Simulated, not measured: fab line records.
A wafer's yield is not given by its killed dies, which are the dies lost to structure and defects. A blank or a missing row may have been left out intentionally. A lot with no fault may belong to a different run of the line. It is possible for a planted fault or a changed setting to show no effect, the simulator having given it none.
fab line records	flow n5Finfet
[record] lots = 7	wafers = 39
route steps=1938 shown BEOL_M11@1592 BEOL_M15@1809
startH: start of the lot's first displayed wafer, in hours after the record's first day	waitH: hours elapsed since this lot's preceding step	" identical to the entry in the row above	L1.1+2: a single row standing in for several wafers	- value missing, or start not given	* or withheld: withheld	< > ~ a bound
route shown NAME@n: a module of which the file shows steps, and the number in the route of the first	usual: average and standard deviation across the fault-free wafers	same: alike in all rows	chamber/n: place in a boat	sites: readings site by site	_std_site: their standard deviation	_edge_site: inner sites' mean taken away from outer sites' mean	radiusMm: how far each site lies from the wafer's centre	mask NAME#n: copy n	behind: the most recent tool/chamber to have shaped the wafer	hold: the reason the lot was held/the length of the hold in hours/how it ended	device: transistor that didn't switch, given as n, p or np	end of line: the tests these same wafers got at the end of their route	where a step has no rows: the recipe by itself	killed: dies that structure and defects cost at the first sort, which is not the same as the wafer's yield	map: shows each die of a wafer: x if killed, . if not, _ if none is there
set.NAME: the setting that was run; set.NAME@STEP: the one run at that earlier step	model.NAME: the simulator's own value behind a step, which no gauge read
lots where settings were altered on purpose, with a table for each step and a row for each wafer
[[steps]]
[step N5_BEOL_M11_CVD_75]
[recipe] material = Co	targetThkA = 20	tempC = withheld	precursor = CCTBA/H2	pressureTorr = 30	timeS = 138.9
lot.wafer	tool	chamber	startH	waitH	set.targetThkA	model.Co_of_BEOL_M11_CVD_75.thkNm
L077.1+6	cvdCo-01	2,1	259.59	0.3	23.69	2.4
L077.2+3	"	0,1	"	"	20	2.2
L077.4	"	2	"	"	20	2
L077.5	"	0	"	"	23.69	2.6
L080.1	cvdCo-01	2	284.68	0.1	20	2
L080.2+5	"	0	"	"	20	2.2
L080.3+6	"	2	"	"	16.07	1.6
L080.4	"	0	"	"	16.07	1.8
L081.1+2	cvdCo-02	2,0	289.80	0.1	20	2
L081.4	"	0	"	"	20	1.8
L084.1+4+5	cvdCo-01	2,0,2	293.55	0.2	28.89	2.8
L084.2	"	0	"	"	20	2
L084.3+6	"	1	"	"	20	2.2
L089.1+3+4+5+6	cvdCo-01	1,0,0,1,2	357.55	0.1	20	2.2
L089.2	"	2	"	"	20	2
L091.1	cvdCo-01	2	370.72	0.0	15.01	1.8
L091.2+4+6	"	0,1,2	"	"	20	2.2
L091.3+5	"	1,0	"	"	15.01	1.6
L093.1+4+5	cvdCo-01	1,0,2	376.71	0.0	20	2.2
L093.2	"	0	"	"	28.96	3
L093.3+6	"	2,1	"	"	28.96	3.2
[step N5_BEOL_M15_TRENCH_ETCH_34]
[recipe] chemistry = C4F8/O2/Ar	target = SiO2	targetDepthA = 8729.3	heInnerTorr = 15	heOuterTorr = 30	timeS = 199	ionEnergyEv = 800	pressureMtorr = 20	sourceW = 1905	biasW = 2040	Ar_flow_sccm = 400	C4F8_flow_sccm = 16	O2_flow_sccm = 12
lot.wafer	tool	chamber	startH	waitH	set.targetDepthA	model.etch.depthNm	model.coat_of_BEOL_M15_COAT_22.thkNm
L077.1	rieDiel-05	2	284.77	0.0	5194	527.7	615.2
L077.2	"	1	"	"	8729.3	886.1	541
L077.3	"	0	"	"	5194	526.2	613.8
L077.4	"	3	"	"	8729.3	887.2	542.6
L077.5	"	1	"	"	5194	525.7	613.2
L077.6	"	0	"	"	8729.3	875.6	541
L080.1	rieDiel-05	0	308.19	0.0	7189	715.5	574.2
L080.2	"	2	"	"	8729.3	874.8	541.8
L080.3	"	1	"	"	7189	732.6	569
L080.4	"	2	"	"	7189	718.6	578.8
L080.5	"	0	"	"	8729.3	882	536.8
L080.6	"	1	"	"	8729.3	874.6	541
L081.1	rieDiel-05	1	313.01	0.0	8729.3	875.4	544.6
L081.2	"	0	"	"	8729.3	869	544.6
L081.4	"	2	"	"	8729.3	868.7	545
L084.1	rieDiel-01	2	317.52	0.0	8729.3	878	545.6
L084.2	"	0	"	"	11450	1137	490.8
L084.3	"	3	"	"	8729.3	897.2	535
L084.4	"	1	"	"	8729.3	865.7	541.2
L084.5	"	0	"	"	11450	1141	487.4
L084.6	"	1	"	"	11450	1129	490.4
L089.1	rieDiel-06	1	380.43	0.0	6894	692.1	587.6
L089.2	"	3	"	"	6894	668.5	584
L089.3	"	0	"	"	8729.3	856.5	549.8
L089.4	"	2	"	"	8729.3	876.8	547.4
L089.5	"	2	"	"	6894	692.1	586.6
L089.6	"	3	"	"	8729.3	865.9	544
L091.1	rieDiel-05	3	396.76	0.0	8729.3	893.6	535.6
L091.2	"	2	"	"	13810	1400	434.8
L091.3	"	0	"	"	13810	1388	432.6
L091.4	"	1	"	"	13810	1395	432.6
L091.5	"	2	"	"	8729.3	882	538.2
L091.6	"	3	"	"	8729.3	907.6	533.8
L093.1	rieDiel-06	2	406.32	0.0	8729.3	874.6	542.4
L093.2	"	3	"	"	8729.3	866	542.8
L093.3	"	1	"	"	8729.3	869.8	549.4
L093.4	"	0	"	"	8729.3	862.1	549.8
L093.5	"	2	"	"	8729.3	880.3	542.2
L093.6	"	1	"	"	8729.3	867.5	548.8
[step N5_BEOL_M15_STRIP_36]
[recipe] chemistry = O2	powerW = 600	tempC = 60	pressureMtorr = 30	rfFrequencyHz = 6e+07	biasPowerW = 0	overashFraction = 0.3	o2FlowSccm = 225
[step N5_BEOL_M15_ECD_47]
[recipe] material = Cu	targetThkA = 18600
[step N5_BEOL_M15_ANNEAL_48]
[recipe] tempC = 225	timeS = 90	ambient = N2
[step N5_BEOL_M15_CMP_49]
[recipe] stopOn = SiO2	tOverpolishS = 4.9	downForcePsi = 2	platenRpm = 80	clearingPlatenDownForcePsi = 2	clearingPlatenRpm = 80	postCmpClean = cuAlkaline	targetThkNm = 850	clearingPlatenPadVelocityMS = 1.5917	padVelocityMS = 1.5917
lot.wafer	tool	chamber	startH	waitH	set.targetDepthA@BEOL_M15_TRENCH_ETCH_34	model.Cu_of_BEOL_M15_ECD_47.thkNm
L077.4	cmp-04	0	290.98	0.1	8729.3	864.8
L077.1	"	1	"	"	5194	505.8
L077.2	"	2	"	"	8729.3	865
L077.3	"	3	"	"	5194	501.8
L077.6	"	0	"	"	8729.3	852
L077.5	"	1	"	"	5194	502.8
L080.3	cmp-03	0	310.47	0.2	7189	708
L080.4	"	1	"	"	7189	693.2
L080.2	"	2	"	"	8729.3	851
L080.1	"	3	"	"	7189	691.2
L080.6	"	0	"	"	8729.3	849.2
L080.5	"	1	"	"	8729.3	856
L081.4	cmp-04	2	314.86	0.1	8729.3	848.6
L081.2	"	0	"	"	8729.3	846.4
L081.1	"	1	"	"	8729.3	854.2
L084.1	cmp-03	0	324.10	0.3	8729.3	854.4
L084.4	"	1	"	"	8729.3	841.2
L084.3	"	2	"	"	8729.3	874.8
L084.2	"	3	"	"	11450	1114
L084.6	"	0	"	"	11450	1105
L084.5	"	1	"	"	11450	1117
L089.3	cmp-03	0	382.68	0.2	8729.3	832.2
L089.1	"	1	"	"	6894	666.2
L089.4	"	2	"	"	8729.3	851.4
L089.2	"	3	"	"	6894	643.4
L089.5	"	0	"	"	6894	667.6
L089.6	"	1	"	"	8729.3	839
L091.4	cmp-01	3	398.52	0.1	13810	1372
L091.3	"	0	"	"	13810	1366
L091.1	"	1	"	"	8729.3	870
L091.2	"	2	"	"	13810	1377
L091.5	"	3	"	"	8729.3	859.6
L091.6	"	0	"	"	8729.3	885.2
L093.1	cmp-01	1	409.46	0.3	8729.3	850.4
L093.2	"	2	"	"	8729.3	841.8
L093.4	"	3	"	"	8729.3	838.4
L093.3	"	0	"	"	8729.3	846.8
L093.6	"	1	"	"	8729.3	843.2
L093.5	"	2	"	"	8729.3	856.8
[step N5_BEOL_M15_THK_MEAS_50]
[recipe] thkMeasGauge = xrf	reads = Cu_of_BEOL_M15_ECD_47
[usual] M15_THK = 834/14
lot.wafer	tool	chamber	startH	waitH	set.targetDepthA@BEOL_M15_TRENCH_ETCH_34	M15_THK[nm]
L077.1	filmMetro-01	-	291.28	-	5194	493
L077.2	"	-	"	"	8729.3	844
L077.3	"	-	"	"	5194	490
L077.4	"	-	"	"	8729.3	842
L077.5	"	-	"	"	5194	489
L077.6	"	-	"	"	8729.3	837
L080.1	filmMetro-01	-	310.76	-	7189	682
L080.2	"	-	"	"	8729.3	838
L080.3	"	-	"	"	7189	698
L080.4	"	-	"	"	7189	683
L080.5	"	-	"	"	8729.3	847
L080.6	"	-	"	"	8729.3	838
L081.1	filmMetro-01	-	315.15	-	8729.3	836
L081.2	"	-	"	"	8729.3	826
L081.4	"	-	"	"	8729.3	828
L084.1	filmMetro-01	-	324.39	-	8729.3	846
L084.2	"	-	"	"	11450	1093
L084.3	"	-	"	"	8729.3	866
L084.4	"	-	"	"	8729.3	830
L084.5	"	-	"	"	11450	1098
L084.6	"	-	"	"	11450	1088
L089.1	filmMetro-01	-	382.98	-	6894	657
L089.2	"	-	"	"	6894	634
L089.3	"	-	"	"	8729.3	819
L089.4	"	-	"	"	8729.3	838
L089.5	"	-	"	"	6894	656
L089.6	"	-	"	"	8729.3	825
L091.1	filmMetro-02	-	398.81	-	8729.3	846
L091.2	"	-	"	"	13810	1332
L091.3	"	-	"	"	13810	1327
L091.4	"	-	"	"	13810	1330
L091.5	"	-	"	"	8729.3	835
L091.6	"	-	"	"	8729.3	858
L093.1	filmMetro-02	-	409.75	-	8729.3	821
L093.2	"	-	"	"	8729.3	816
L093.3	"	-	"	"	8729.3	820
L093.4	"	-	"	"	8729.3	810
L093.5	"	-	"	"	8729.3	826
L093.6	"	-	"	"	8729.3	816
[step N5_BEOL_M15_PRE_CLEAN_52]
[recipe] gas = NH3	timeS = 15	tempC = withheld	rfPowerW = 300
[step N5_BEOL_M15_DEP_53]
[recipe] material = SiCN	targetThkA = 500	tempC = withheld	precursor = 3MS/NH3	pressureTorr = 3	rfW = 675	timeS = 17.8
[step N5_BEOL_M15_RS_MEAS_54]
[recipe] thkMeasGauge = four-point-probe	reads = Cu_of_BEOL_M15_ECD_47+Ta_of_BEOL_M15_SPUTTER_44+TaN_of_BEOL_M15_SPUTTER_43
[usual] M15_RS = 0.0215/0.00033
lot.wafer	tool	chamber	startH	waitH	set.targetDepthA@BEOL_M15_TRENCH_ETCH_34	M15_RS[ohm/sq]
L077.1	filmMetro-02	-	291.41	0.0	5194	0.0366
L077.2	"	-	"	"	8729.3	0.0212
L077.3	"	-	"	"	5194	0.0369
L077.4	"	-	"	"	8729.3	0.0211
L077.5	"	-	"	"	5194	0.0368
L077.6	"	-	"	"	8729.3	0.0215
L080.1	filmMetro-01	-	310.89	0.0	7189	0.0266
L080.2	"	-	"	"	8729.3	0.0215
L080.3	"	-	"	"	7189	0.0259
L080.4	"	-	"	"	7189	0.0266
L080.5	"	-	"	"	8729.3	0.0214
L080.6	"	-	"	"	8729.3	0.0215
L081.1	filmMetro-02	-	315.28	0.0	8729.3	0.0215
L081.2	"	-	"	"	8729.3	0.0217
L081.4	"	-	"	"	8729.3	0.0216
L084.1	filmMetro-02	-	324.52	0.0	8729.3	0.0215
L084.2	"	-	"	"	11450	0.0164
L084.3	"	-	"	"	8729.3	0.0210
L084.4	"	-	"	"	8729.3	0.0218
L084.5	"	-	"	"	11450	0.0163
L084.6	"	-	"	"	11450	0.0165
L089.1	filmMetro-01	-	383.11	0.0	6894	0.0276
L089.2	"	-	"	"	6894	0.0286
L089.3	"	-	"	"	8729.3	0.0221
L089.4	"	-	"	"	8729.3	0.0216
L089.5	"	-	"	"	6894	0.0276
L089.6	"	-	"	"	8729.3	0.0218
L091.1	filmMetro-02	-	398.97	0.1	8729.3	0.0210
L091.2	"	-	"	"	13810	0.0132
L091.3	"	-	"	"	13810	0.0133
L091.4	"	-	"	"	13810	0.0133
L091.5	"	-	"	"	8729.3	0.0213
L091.6	"	-	"	"	8729.3	0.0207
L093.1	filmMetro-01	-	409.88	0.0	8729.3	0.0215
L093.2	"	-	"	"	8729.3	0.0218
L093.3	"	-	"	"	8729.3	0.0216
L093.4	"	-	"	"	8729.3	0.0218
L093.5	"	-	"	"	8729.3	0.0214
L093.6	"	-	"	"	8729.3	0.0217
[[key]]
[split] step = N5_BEOL_M11_CVD_75	setting = targetThkA	stated = 20	by = wafer
[response] step = N5_BEOL_M11_CVD_75	reading = model.Co_of_BEOL_M11_CVD_75.thkNm	change = +0.0188	per = 1%	r = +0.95
[split] step = N5_BEOL_M15_TRENCH_ETCH_34	setting = targetDepthA	stated = 8729.3	by = wafer
[response] step = N5_BEOL_M15_TRENCH_ETCH_34	reading = model.etch.depthNm	change = +8.6	per = 1%	r = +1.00
[response] step = N5_BEOL_M15_TRENCH_ETCH_34	reading = model.coat_of_BEOL_M15_COAT_22.thkNm	change = -1.77	per = 1%	r = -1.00
[response] step = N5_BEOL_M15_CMP_49	reading = model.Cu_of_BEOL_M15_ECD_47.thkNm	change = +8.6	per = 1%	r = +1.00
[response] step = N5_BEOL_M15_THK_MEAS_50	reading = M15_THK	change = +8.36	per = 1%	r = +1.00
[response] step = N5_BEOL_M15_RS_MEAS_54	reading = M15_RS	shape = bent	atLowest = 0.0368	atStated = 0.0215	atHighest = 0.0133
